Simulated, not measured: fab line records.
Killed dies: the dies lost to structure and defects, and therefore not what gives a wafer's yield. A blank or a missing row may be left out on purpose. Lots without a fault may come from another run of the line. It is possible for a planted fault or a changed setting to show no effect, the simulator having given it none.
Which tool did it? | flow nand-harc | 30 wafers from 10 lots sampled at 6 of the route's 1302 steps

WHAT EACH GAUGE READ, for each wafer
NHARC_A_CHANNEL_HOLE_D2_INSPECT_40.
lot  | measured     | on                | raw-defect-count
L372 | day 14 06:01 | defect-inspect-01 | 535 520 641
L373 | day 14 14:28 | defect-inspect-01 | 1130 1094 1123
L374 | day 15 17:19 | defect-inspect-01 | 982 1000 961
L384 | day 18 18:58 | defect-inspect-02 | 182 160 192
L387 | day 20 08:47 | defect-inspect-01 | 353 298 224
L385 | day 20 09:13 | defect-inspect-01 | 334 248 318
L391 | day 21 10:16 | defect-inspect-01 | 316 215 257
L390 | day 21 10:29 | defect-inspect-01 | 229 223 129
L392 | day 22 06:07 | defect-inspect-01 | 205 138 153
L393 | day 22 08:37 | defect-inspect-01 | 419 380 395

NHARC_END_SORT_01.
lot  | measured     | on        | killed-at-array | killed-at-other | killed-at-periphery | killed-dies | killed-open | killed-short
L373 | day 24 19:37 | prober-02 | 103 125 121     | 0 0 0           | 3 2 1               | 106 127 122 | 1 1 1       | 3 1 2
L374 | day 26 10:49 | prober-02 | 109 109 101     | 0 0 0           | 1 4 4               | 110 113 105 | 1 4 0       | 1 1 5

EACH LOT AND THE TOOL THAT RAN IT (in order: tool; ch and the chambers of the sampled wafers; start)
lot  | NHARC_A_CHANNEL_HOLE_D2_ETCH_38    | NHARC_A_CHANNEL_HOLE_D2_ETCH_34               | NHARC_A_CHANNEL_HOLE_D2_ETCH_25  | NHARC_A_CHANNEL_FILL_D2_ETCHBACK_19
L372 | rie-diel-04 ch 0,1,3, day 13 22:06 | rie-diel-04 ch 0,2,3, day 14 03:13 or earlier | har-etch-02 ch 0,1, day 14 03:13 | rie-si-05 ch 0,2,3, day 15 08:14
L373 | rie-diel-04 ch 0,2,3, day 14 07:40 | rie-diel-04 ch 0,1,2, day 14 11:47 or earlier | har-etch-02 ch 0,1, day 14 11:47 | rie-si-05 ch 0,2,3, day 15 16:07
L374 | rie-diel-04 ch 0,1, day 15 10:32   | rie-diel-04 ch 0,1,2, day 15 14:31 or earlier | har-etch-02 ch 0,1, day 15 14:31 | rie-si-05 ch 0,1,3, day 16 15:22
L384 | rie-diel-04 ch 0,1,3, day 18 12:09 | rie-diel-04 ch 2,3, day 18 16:08 or earlier   | har-etch-02 ch 0,1, day 18 16:08 | rie-si-06 ch 0,2,3, day 19 20:49
L387 | rie-diel-04 ch 0,1,3, day 19 23:58 | rie-diel-04 ch 0,2,3, day 20 05:56 or earlier | har-etch-02 ch 0,1, day 20 05:56 | rie-si-03 ch 0,2,3, day 21 08:57
L385 | rie-diel-03 ch 0,1,2, day 20 00:26 | rie-diel-03 ch 0,2, day 20 06:04 or earlier   | har-etch-01 ch 0, day 20 06:04   | rie-si-06 ch 0,1,2, day 21 08:57
L391 | rie-diel-05 ch 2,3, day 21 03:28   | rie-diel-05 ch 1,2,3, day 21 07:29 or earlier | har-etch-01 ch 0, day 21 07:29   | rie-si-05 ch 0,2,3, day 22 10:41
L390 | rie-diel-04 ch 1,2, day 21 03:41   | rie-diel-04 ch 1,2, day 21 07:50 or earlier   | har-etch-02 ch 1, day 21 07:50   | rie-si-06 ch 0,2,3, day 22 10:43
L392 | rie-diel-05 ch 0,3, day 21 22:35   | rie-diel-05 ch 1,3, day 22 03:19 or earlier   | har-etch-02 ch 0,1, day 22 03:19 | rie-si-03 ch 0,1,3, day 23 05:55
L393 | rie-diel-05 ch 0,1, day 22 01:49   | rie-diel-05 ch 0,3, day 22 05:50 or earlier   | har-etch-01 ch 0, day 22 05:50   | rie-si-03 ch 0,1,2, day 23 10:28
- NHARC_A_CHANNEL_HOLE_D2_ETCH_38: etches the open film in CF4, target depth 39 nm, time 65 s.
- NHARC_A_CHANNEL_HOLE_D2_ETCH_34: etches the open film in CF4/CHF3, target depth 154 nm, time 77 s.
- NHARC_A_CHANNEL_HOLE_D2_ETCH_25: etches the open film in C4F8/O2/Ar, time 1040.2 s, target depth 1500 nm.
- NHARC_A_CHANNEL_FILL_D2_ETCHBACK_19: etches the open film in HBr/Cl2, target depth 5 nm, time 1.7 s.

AS READ BY THE TOOLS THEMSELVES (means over the sampled wafers that have a number; for cases with no such wafer, the mark the record gives instead)
NHARC_A_CHANNEL_HOLE_D2_ETCH_38.
lot  | tool        | drypump-motor-current-A (A) | oes-product-au (a.u.) | rf-vpp-V (V) | showerhead-plenum-p-Torr (Torr) | throttle-valve-pct (%)
L372 | rie-diel-04 | 5.5                         | 1.000                 | 152.0        | 1.88                            | 13.289
L373 | rie-diel-04 | 5.8                         | 1.008                 | 153.2        | 1.87                            | 13.286
L374 | rie-diel-04 | 5.2                         | 1.015                 | 152.8        | 1.89                            | 13.274
L384 | rie-diel-04 | 5.5                         | 0.994                 | 152.3        | 1.88                            | 13.278
L387 | rie-diel-04 | 5.5                         | 1.009                 | 153.9        | 1.88                            | 13.290
L385 | rie-diel-03 | 5.6                         | 1.002                 | 151.3        | 1.79                            | 13.287
L391 | rie-diel-05 | 5.8                         | 1.004                 | 151.0        | 1.77                            | 13.282
L390 | rie-diel-04 | 5.4                         | 1.018                 | 152.5        | 1.87                            | 13.284
L392 | rie-diel-05 | 5.9                         | 1.002                 | 150.1        | 1.72                            | 13.276
L393 | rie-diel-05 | 6.0                         | 1.001                 | 150.8        | 1.74                            | 13.282

NHARC_A_CHANNEL_HOLE_D2_ETCH_34.
lot  | tool        | drypump-motor-current-A (A) | oes-product-au (a.u.) | rf-vpp-V (V) | showerhead-plenum-p-Torr (Torr) | throttle-valve-pct (%)
L372 | rie-diel-04 | 5.8                         | 0.930                 | 373.4        | 1.67                            | 16.809
L373 | rie-diel-04 | 5.3                         | 0.971                 | 374.4        | 1.68                            | 16.801
L374 | rie-diel-04 | 5.3                         | 0.971                 | 373.5        | 1.67                            | 16.795
L384 | rie-diel-04 | 6.1                         | 0.973                 | 373.8        | 1.66                            | 16.794
L387 | rie-diel-04 | 5.8                         | 0.976                 | 373.6        | 1.67                            | 16.806
L385 | rie-diel-03 | 5.3                         | 0.977                 | 373.4        | 1.65                            | 16.805
L391 | rie-diel-05 | 5.9                         | 0.973                 | 371.2        | 1.59                            | 16.800
L390 | rie-diel-04 | 5.1                         | 0.981                 | 374.4        | 1.67                            | 16.806
L392 | rie-diel-05 | 5.9                         | 0.962                 | 370.9        | 1.58                            | 16.797
L393 | rie-diel-05 | 5.9                         | 0.978                 | 368.7        | 1.53                            | 16.798

NHARC_A_CHANNEL_HOLE_D2_ETCH_25.
lot  | tool        | drypump-motor-current-A (A) | showerhead-plenum-p-Torr (Torr) | temp-c (C) | throttle-valve-pct (%)
L372 | har-etch-02 | 5.39                        | 3.57                            | -20.06     | 32.238
L373 | har-etch-02 | 5.38                        | 3.57                            | -20.06     | 32.232
L374 | har-etch-02 | 5.37                        | 3.57                            | -19.94     | 32.235
L384 | har-etch-02 | 5.40                        | 3.92                            | -20.13     | 32.236
L387 | har-etch-02 | 5.33                        | 3.91                            | -19.97     | 32.237
L385 | har-etch-01 | 5.45                        | 3.54                            | -20.04     | 32.242
L391 | har-etch-01 | 5.45                        | 3.53                            | -19.94     | 32.236
L390 | har-etch-02 | 5.26                        | 3.90                            | -19.85     | 32.236
L392 | har-etch-02 | 5.40                        | 3.89                            | -19.94     | 32.243
L393 | har-etch-01 | 5.39                        | 3.53                            | -19.95     | 32.234

NHARC_A_CHANNEL_FILL_D2_ETCHBACK_19.
lot  | tool      | drypump-motor-current-A (A) | hbr-flow-sccm (sccm) | oes-product-au (a.u.) | throttle-valve-pct (%)
L372 | rie-si-05 | 5.9                         | 150.0                | 1.018                 | 26.404
L373 | rie-si-05 | 5.9                         | 150.3                | 1.007                 | 26.409
L374 | rie-si-05 | 5.8                         | 150.0                | 1.014                 | 26.403
L384 | rie-si-06 | 5.6                         | 150.1                | 0.989                 | 26.407
L387 | rie-si-03 | 5.5                         | 150.1                | 0.997                 | 26.411
L385 | rie-si-06 | 5.8                         | 149.3                | 0.993                 | 26.421
L391 | rie-si-05 | 5.9                         | 150.2                | 1.002                 | 26.412
L390 | rie-si-06 | 5.6                         | 149.9                | 0.987                 | 26.404
L392 | rie-si-03 | 5.2                         | 149.9                | 1.001                 | 26.403
L393 | rie-si-03 | 5.5                         | 149.9                | 0.996                 | 26.407

THE ANSWER, worked out from the rows above alone
Rule: the lots themselves supply what counts as usual. Put in order of their means at a reading, lots are off if they are a third of the lots or fewer, leave a main group of 4 or more, and stand apart from it by a gap of 3 or more times the standard deviation of the main group's means; of several such gaps the widest counts. Not used: any main group whose means are identical at the precision the tables above print for the reading. A lot without any number at a reading at which 4 lots or more have one is off too. All remaining lots with rows at the step are treated as sound. First the gauges in route order, then the tools' own readings, where a lot's mean is used as printed above. The first step at which some lot is off is used, and at that step the reading that is off furthest; a lot without a number counts as furthest.
Off: L373, L374, at NHARC_A_CHANNEL_HOLE_D2_INSPECT_40 (raw-defect-count). Mean 294 and standard deviation 1.3e+02 in the main group.
A tool fits if, at a process step before that reading, it ran every lot that is off, and no sound lot after the first of them. Those tools and the gauges at NHARC_A_CHANNEL_HOLE_D2_INSPECT_40 are tried in the same way. With no start given for some of its lots, NHARC_A_CHANNEL_HOLE_D2_ETCH_34 uses the hours and lot order of NHARC_A_CHANNEL_HOLE_D2_ETCH_25. Not one of the candidates tried fits.

WHAT WAS PUT IN BY THE SIMULATOR
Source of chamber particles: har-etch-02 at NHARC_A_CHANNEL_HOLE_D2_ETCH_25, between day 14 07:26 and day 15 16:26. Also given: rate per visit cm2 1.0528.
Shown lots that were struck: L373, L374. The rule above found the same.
